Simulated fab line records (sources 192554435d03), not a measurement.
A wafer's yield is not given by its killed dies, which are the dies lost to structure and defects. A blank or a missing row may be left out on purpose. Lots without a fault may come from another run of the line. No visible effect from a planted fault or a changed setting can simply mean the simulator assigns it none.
fab line records | flow n5Finfet | part 2 of 2: steps 5 to 6 of 6
[record] lots = 22 | wafers = 66 | lastDay = 18
route steps=1938 shown BEOL_M0_SAQP@667 BEOL_M0_CUTY@710 BEOL_M0@720
lots that met no fault: from a run of the same line without faults
startH: the number of hours between the record's first day and the start of the first shown wafer of the lot | waitH: hours from the lot's prior step to this one | " unchanged from the row above | L1.1+2: one row covering several wafers at once | - value missing, or start not given | * or withheld: withheld | < > ~ a bound
route shown NAME@n: NAME is a module with steps in the file, n the number in the route of the first one | usual: mean/standard deviation of fault-free wafers | same: alike in all rows | chamber/n: place in a boat | sites: each site's reading | _std_site: standard deviation of those values | _edge_site: the outer-site mean with the inner-site mean subtracted | radiusMm: how far each site lies from the wafer's centre | mask NAME#n: copy n | behind: the last tool/chamber to shape the wafer | hold: why the lot was held/for how many hours/how that ended | device: whichever transistor did not switch (one of n, p or np) | end of line: the same wafers' tests at the end of the route | step lacking rows: just its recipe | killed: not the wafer's yield, but the dies lost to structure and defects at the first sort | map: dies across one wafer; x = killed, . = not, _ = none there
set.NAME: the setting as run; set.NAME@STEP: as run at that earlier step | model.NAME: the simulator's own value behind a step, which no gauge read
route steps across a sampled set of lots; one table per step, one row per wafer
services: from which hour (startH, from the record's first day; less than 0 if before it) a tool's chamber was out of use, for how many hours, and why
[[steps]]
[step N5_BEOL_M0_CUTY_INSPECT_59]
[recipe] mode = adi | inspectInstrument = macro
[usual] rawDefectCount = 2.3/1.3
lot.wafer | tool             | chamber | startH | waitH | rawDefectCount
L074.2    | defectInspect-01 | -       | 113.76 | 0.0   | 4
L074.3    | "                | -       | "      | "     | 1
L074.4    | "                | -       | "      | "     | 1
L075.1    | defectInspect-01 | -       | 117.80 | 0.0   | 3
L075.2    | "                | -       | "      | "     | 4
L075.3    | "                | -       | "      | "     | 0
L076.1    | defectInspect-02 | -       | 122.45 | 0.0   | 2
L076.2    | "                | -       | "      | "     | 4
L076.5    | "                | -       | "      | "     | 1
L077.3    | defectInspect-01 | -       | 130.44 | 0.0   | 2
L077.4    | "                | -       | "      | "     | 2
L077.6    | "                | -       | "      | "     | 5
L078.4    | defectInspect-01 | -       | 140.30 | 0.0   | 1
L078.5    | "                | -       | "      | "     | 1
L078.6    | "                | -       | "      | "     | 4
L079.2    | defectInspect-02 | -       | 143.98 | 0.0   | 4
L079.3    | "                | -       | "      | "     | 2
L079.6    | "                | -       | "      | "     | 1
L080.1    | defectInspect-02 | -       | 149.22 | 0.0   | 3
L080.3    | "                | -       | "      | "     | 1
L080.4    | "                | -       | "      | "     | 2
L081.1    | defectInspect-02 | -       | 155.54 | 0.0   | 1
L081.2    | "                | -       | "      | "     | 2
L081.6    | "                | -       | "      | "     | 0
L082.2    | defectInspect-02 | -       | 166.30 | 0.0   | 2
L082.4    | "                | -       | "      | "     | 2
L082.5    | "                | -       | "      | "     | 1
L083.3    | defectInspect-02 | -       | 169.87 | 0.0   | 1
L083.4    | "                | -       | "      | "     | 2
L083.5    | "                | -       | "      | "     | 3
L084.1    | defectInspect-02 | -       | 170.75 | 0.0   | 2
L084.5    | "                | -       | "      | "     | 1
L084.6    | "                | -       | "      | "     | 3
L085.2    | defectInspect-01 | -       | 185.20 | 0.0   | 3
L085.4    | "                | -       | "      | "     | 3
L085.5    | "                | -       | "      | "     | 3
L087.2    | defectInspect-02 | -       | 193.45 | 0.0   | 1
L087.3    | "                | -       | "      | "     | 2
L087.5    | "                | -       | "      | "     | 2
L088.1    | defectInspect-01 | -       | 196.86 | 0.0   | 1
L088.4    | "                | -       | "      | "     | 4
L088.5    | "                | -       | "      | "     | 4
L089.2    | defectInspect-02 | -       | 204.40 | 0.0   | 2
L089.3    | "                | -       | "      | "     | 2
L089.6    | "                | -       | "      | "     | 1
L090.2    | defectInspect-01 | -       | 208.56 | 0.0   | 4
L090.3    | "                | -       | "      | "     | 3
L090.5    | "                | -       | "      | "     | 4
L091.1    | defectInspect-02 | -       | 212.68 | 0.0   | 3
L091.4    | "                | -       | "      | "     | 4
L091.5    | "                | -       | "      | "     | 3
L092.1    | defectInspect-02 | -       | 219.43 | 0.0   | 2
L092.2    | "                | -       | "      | "     | 3
L092.3    | "                | -       | "      | "     | 3
L093.3    | defectInspect-02 | -       | 224.97 | 0.0   | 2
L093.5    | "                | -       | "      | "     | 2
L093.6    | "                | -       | "      | "     | 4
L094.1    | defectInspect-02 | -       | 230.68 | 0.0   | 1
L094.4    | "                | -       | "      | "     | 1
L094.5    | "                | -       | "      | "     | 1
L096.1    | defectInspect-02 | -       | 247.92 | 0.0   | 3
L096.2    | "                | -       | "      | "     | 4
L096.4    | "                | -       | "      | "     | 5
L097.2    | defectInspect-02 | -       | 255.90 | 0.0   | 3
L097.4    | "                | -       | "      | "     | 2
L097.5    | "                | -       | "      | "     | 3
[step N5_BEOL_M0_ETCH_128]
[recipe] chemistry = CF4/N2 | targetDepthA = 120 | overetchA = 51 | target = SiCN | timeS = 21.4 | ionEnergyEv = 150 | pressureMtorr = 40 | sourceW = 430 | biasW = 70 | Ar_flow_sccm = 100 | cf4FlowSccm = 60 | n2FlowSccm = 60
[usual] biasW = 70.04/0.21 | drypumpMotorCurrentA = 5.5/0.35 | oesProductAu = 0.56/0.06 | rfVppV = 382.5/1.9 | showerheadPlenumPTorr = 2.22/0.072 | throttleValvePct = 15.41/0.26
lot.wafer | tool       | chamber | startH | waitH | biasW | drypumpMotorCurrentA | oesProductAu | rfHoursCounterH | rfVppV | showerheadPlenumPTorr | throttleValvePct
L074.2    | rieDiel-06 | 2       | 115.30 | 0.0   | 70.15 | 5.0                  | 0.57         | 69              | 382.6  | 2.16                  | 15.55
L074.3    | "          | 0       | "      | "     | 70.29 | 5.5                  | 0.52         | 171             | 382.3  | 2.21                  | 15.32
L074.4    | "          | 3       | "      | "     | 70.00 | 6.5                  | 0.51         | 185             | 383.6  | 2.28                  | 15.56
L075.1    | rieDiel-03 | 1       | 118.84 | 0.0   | 70.30 | 5.5                  | 0.50         | 214             | 382.3  | 2.19                  | 15.50
L075.2    | "          | 3       | "      | "     | 70.34 | 5.7                  | 0.48         | 239             | 383.5  | 2.27                  | 15.99
L075.3    | "          | 3       | "      | "     | 70.32 | 5.6                  | 0.48         | -               | 383.2  | 2.27                  | 16.00
L076.1    | rieDiel-03 | 2       | 123.97 | 0.3   | 70.04 | 5.7                  | 0.64         | 6               | 385.7  | 2.36                  | 15.01
L076.2    | "          | 1       | "      | "     | 70.31 | 5.6                  | 0.49         | 217             | 381.7  | 2.18                  | 15.51
L076.5    | "          | 1       | "      | "     | 70.22 | 5.5                  | 0.49         | -               | 382.4  | 2.18                  | 15.49
L077.3    | rieDiel-06 | 2       | 132.97 | 0.4   | 69.87 | 5.0                  | 0.57         | 75              | 381.1  | 2.15                  | 15.57
L077.4    | "          | 1       | "      | "     | 70.05 | 5.4                  | 0.53         | 117             | 378.7  | 2.13                  | 15.68
L077.6    | "          | 1       | "      | "     | 70.23 | 5.3                  | 0.53         | -               | 379.5  | 2.13                  | 15.66
L078.4    | rieDiel-03 | 3       | 141.52 | 0.3   | 70.17 | 5.7                  | 0.46         | 248             | 384.3  | 2.27                  | 16.01
L078.5    | "          | 1       | "      | "     | 69.98 | 5.5                  | 0.49         | -               | 382.3  | 2.18                  | 15.50
L078.6    | "          | 2       | "      | "     | 69.83 | 5.7                  | 0.63         | -               | 386.2  | 2.35                  | 15.00
L079.2    | rieDiel-06 | 2       | 148.47 | 0.1   | 69.89 | 5.0                  | 0.55         | 80              | 379.4  | 2.15                  | 15.57
L079.3    | "          | 0       | "      | "     | 69.91 | 5.5                  | 0.49         | 182             | 383.2  | 2.20                  | 15.35
L079.6    | "          | 2       | "      | "     | 70.03 | 5.0                  | 0.56         | -               | 380.1  | 2.15                  | 15.58
L080.1    | rieDiel-03 | 1       | 150.30 | 0.0   | 70.11 | 5.5                  | 0.49         | 225             | 380.3  | 2.18                  | 15.52
L080.3    | "          | 0       | "      | "     | 69.87 | 5.1                  | 0.61         | 27              | 380.3  | 2.16                  | 15.37
L080.4    | "          | 0       | "      | "     | 69.52 | 5.1                  | 0.62         | -               | 380.4  | 2.16                  | 15.37
L081.1    | rieDiel-06 | 0       | 156.23 | 0.0   | 70.28 | 5.5                  | 0.51         | 186             | 382.6  | 2.20                  | 15.36
L081.2    | "          | 2       | "      | "     | 70.10 | 5.0                  | 0.56         | 84              | 380.3  | 2.15                  | 15.59
L081.6    | "          | 1       | "      | "     | 70.04 | 5.3                  | 0.53         | -               | 380.0  | 2.13                  | 15.68
L082.2    | rieDiel-06 | 0       | 167.44 | 0.4   | 70.00 | 5.5                  | 0.51         | 190             | 381.0  | 2.20                  | 15.35
L082.4    | "          | 2       | "      | "     | 70.14 | 5.0                  | 0.57         | 87              | 381.1  | 2.15                  | 15.57
L082.5    | "          | 3       | "      | "     | 69.65 | 6.5                  | 0.50         | -               | 383.9  | 2.28                  | 15.61
L083.3    | rieDiel-04 | 2       | 172.19 | 0.5   | 69.84 | 5.7                  | 0.58         | 45              | 381.2  | 2.24                  | 14.94
L083.4    | "          | 0       | "      | "     | 69.83 | 5.4                  | 0.57         | 61              | 384.7  | 2.32                  | 15.61
L083.5    | "          | 3       | "      | "     | 70.25 | 5.5                  | 0.62         | -               | 383.6  | 2.25                  | 14.93
L084.1    | rieDiel-03 | 0       | 172.23 | 0.5   | 69.98 | 5.1                  | 0.60         | 38              | 381.3  | 2.16                  | 15.38
L084.5    | "          | 2       | "      | "     | 69.86 | 5.7                  | 0.62         | -               | 385.0  | 2.35                  | 15.04
L084.6    | "          | 1       | "      | "     | 69.96 | 5.6                  | 0.48         | -               | 381.5  | 2.18                  | 15.55
L085.2    | rieDiel-03 | 3       | 186.48 | 0.3   | 70.11 | 5.7                  | 0.68         | 2               | 383.0  | 2.26                  | 15.52
L085.4    | "          | 2       | "      | "     | 69.94 | 5.7                  | 0.62         | 31              | 386.9  | 2.35                  | 15.05
L085.5    | "          | 0       | "      | "     | 70.14 | 5.1                  | 0.60         | -               | 380.1  | 2.16                  | 15.40
L087.2    | rieDiel-03 | 2       | 194.86 | 0.0   | 70.06 | 5.7                  | 0.60         | 33              | 386.2  | 2.35                  | 15.05
L087.3    | "          | 3       | "      | "     | 69.93 | 5.7                  | 0.66         | 5               | 383.1  | 2.26                  | 15.52
L087.5    | "          | 3       | "      | "     | 69.87 | 5.7                  | 0.67         | -               | 382.3  | 2.26                  | 15.51
L088.1    | rieDiel-03 | 1       | 197.93 | 0.3   | 70.28 | 5.6                  | 0.48         | 246             | 380.7  | 2.17                  | 15.55
L088.4    | "          | 3       | "      | "     | 69.98 | 5.6                  | 0.67         | 7               | 383.8  | 2.26                  | 15.52
L088.5    | "          | 1       | "      | "     | 69.75 | 5.6                  | 0.49         | -               | 383.2  | 2.17                  | 15.57
L089.2    | rieDiel-06 | 3       | 205.39 | 0.1   | 69.99 | 6.5                  | 0.49         | 216             | 385.1  | 2.27                  | 15.65
L089.3    | "          | 1       | "      | "     | 70.14 | 5.3                  | 0.51         | 143             | 380.5  | 2.12                  | 15.72
L089.6    | "          | 1       | "      | "     | 70.36 | 5.3                  | 0.52         | -               | 379.8  | 2.12                  | 15.72
L090.2    | rieDiel-03 | 0       | 210.63 | 0.0   | 70.18 | 5.1                  | 0.58         | 52              | 380.1  | 2.15                  | 15.41
L090.3    | "          | 3       | "      | "     | 69.97 | 5.6                  | 0.65         | 10              | 384.6  | 2.26                  | 15.53
L090.5    | "          | 0       | "      | "     | 70.23 | 5.1                  | 0.59         | -               | 380.1  | 2.15                  | 15.43
L091.1    | rieDiel-03 | 3       | 215.11 | 0.6   | 70.21 | 5.7                  | 0.65         | 13              | 383.8  | 2.26                  | 15.54
L091.4    | "          | 0       | "      | "     | 70.20 | 5.0                  | 0.58         | -               | 382.8  | 2.15                  | 15.42
L091.5    | "          | 3       | "      | "     | 70.33 | 5.7                  | 0.66         | -               | 384.8  | 2.26                  | 15.54
L092.1    | rieDiel-04 | 0       | 222.20 | 0.2   | 69.57 | 5.4                  | 0.55         | 79              | 386.5  | 2.32                  | 15.64
L092.2    | "          | 3       | "      | "     | 70.04 | 5.5                  | 0.59         | 50              | 384.3  | 2.24                  | 14.95
L092.3    | "          | 1       | "      | "     | 70.09 | 5.7                  | 0.63         | 18              | 383.3  | 2.26                  | 15.21
L093.3    | rieDiel-03 | 3       | 228.21 | 0.3   | 69.91 | 5.7                  | 0.63         | 20              | 384.0  | 2.26                  | 15.55
L093.5    | "          | 2       | "      | "     | 70.11 | 5.7                  | 0.59         | -               | 385.1  | 2.34                  | 15.08
L093.6    | "          | 3       | "      | "     | 70.02 | 5.7                  | 0.63         | -               | 381.9  | 2.26                  | 15.56
L094.1    | rieDiel-03 | 0       | 232.06 | 0.0   | 70.46 | 5.0                  | 0.58         | 63              | 380.4  | 2.15                  | 15.45
L094.4    | "          | 0       | "      | "     | 70.19 | 5.0                  | 0.59         | -               | 382.5  | 2.15                  | 15.45
L094.5    | "          | 2       | "      | "     | 70.22 | 5.6                  | 0.59         | -               | 384.1  | 2.34                  | 15.10
L096.1    | rieDiel-03 | 2       | 248.92 | 0.0   | 70.36 | 5.7                  | 0.57         | 56              | 385.4  | 2.34                  | 15.11
L096.2    | "          | 1       | "      | "     | 69.90 | 5.6                  | 0.63         | 8               | 381.0  | 2.17                  | 15.09
L096.4    | "          | 3       | "      | "     | 69.95 | 5.7                  | 0.63         | 26              | 383.1  | 2.25                  | 15.56
L097.2    | rieDiel-04 | 2       | 257.48 | 0.7   | 70.04 | 5.7                  | 0.56         | 75              | 381.8  | 2.23                  | 15.00
L097.4    | "          | 3       | "      | "     | 69.82 | 5.5                  | 0.58         | 63              | 383.0  | 2.23                  | 14.99
L097.5    | "          | 3       | "      | "     | 70.01 | 5.5                  | 0.59         | -               | 382.9  | 2.23                  | 14.97
[[services]]
tool       | chamber | startH | hours | kind
rieDiel-05 | 3       | 94.96  | 1.2   | repair
rieSi-03   | 2       | 96.45  | 3.6   | repair
rieSi-03   | 2       | 101.51 | 6.0   | repair
rieDiel-03 | 0       | 111.09 | 14.0  | repair
aldSin-02  | 0       | 120.69 | 7.7   | repair
rieSi-03   | 1       | 123.48 | 29.9  | repair
rieDiel-02 | 2       | 138.40 | -     | clean
rieDiel-02 | 2       | 138.40 | -     | consumableReplace:focusRing
rieDiel-02 | 2       | 138.40 | 25.0  | scheduledDown
rieDiel-01 | 3       | 147.65 | 1.5   | repair
rieSi-04   | -       | 167.44 | 0.4   | repair
aldSin-04  | -       | 176.80 | 14.0  | pm
rieDiel-02 | 3       | 191.01 | 10.1  | repair
rieDiel-01 | 0       | 196.11 | -     | clean
rieDiel-01 | 0       | 196.11 | -     | consumableReplace:focusRing
rieDiel-01 | 0       | 196.11 | 21.7  | scheduledDown
rieDiel-01 | 0       | 196.11 | 21.7  | ventCycle
rieDiel-05 | 1       | 210.89 | 6.7   | repair
rieDiel-06 | 3       | 226.21 | 11.0  | repair
rieDiel-01 | 1       | 233.89 | -     | clean
rieDiel-01 | 1       | 233.89 | -     | consumableReplace:focusRing
rieDiel-01 | 1       | 233.89 | 18.3  | scheduledDown
rieDiel-01 | 1       | 233.89 | 18.3  | ventCycle
aldSin-04  | -       | 248.78 | 0.8   | pm
